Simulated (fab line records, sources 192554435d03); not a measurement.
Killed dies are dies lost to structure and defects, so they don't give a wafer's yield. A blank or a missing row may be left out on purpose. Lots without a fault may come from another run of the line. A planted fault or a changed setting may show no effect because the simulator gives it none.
Chamber matching | flow n5_finfet | N5_BEOL_M10_VIA_ETCH_34 on rie_diel-02: 4 sister chambers
The step etches SiCOH lowk in C4F6/O2, target depth 184.5 nm, time 69.2 s. 4 wafers are shown with their chamber, then 10 later ones without.

WAFERS WITH THEIR CHAMBER
wafer  | chamber | rf_vpp_V (V)
L088.1 | 3       | 690
L088.4 | 1       | 665
L090.1 | 2       | 644
L090.3 | 0       | 686

WAFERS WITHOUT THEIR CHAMBER
wafer  | rf_vpp_V (V)
L090.5 | 663
L092.1 | 684
L092.2 | 688
L092.3 | 645
L095.1 | 689
L095.3 | 664
L095.6 | 644
L094.3 | 644
L094.5 | 666
L094.6 | 689

WHICH CHAMBER EACH WENT THROUGH
wafer  | from the rows above     | in truth
L090.5 | 1                       | 1
L092.1 | 0                       | 0
L092.2 | can't be placed: 0 or 3 | 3
L092.3 | 2                       | 2
L095.1 | can't be placed: 3 or 0 | 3
L095.3 | 1                       | 1
L095.6 | 2                       | 2
L094.3 | 2                       | 2
L094.5 | 1                       | 1
L094.6 | can't be placed: 3 or 0 | 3
Placed correctly: 7 of 10. Can't be placed from these rows: 3 (the true chamber is among the candidates in 3). Placed wrongly: 0.
How it was worked out, from the rows above alone: a wafer's distance from a chamber is the root of the sum, over the readings, of the square of ((its reading less the chamber's mean) divided by the reading's scatter). The wafer belongs to the nearest chamber; if the next one is less than 2 further off, it can't be placed. A chamber's mean is the mean of its shown wafers. The scatter: with one shown wafer a chamber, the root of the mean of the squares of how far each hidden wafer lies from its nearest shown one.
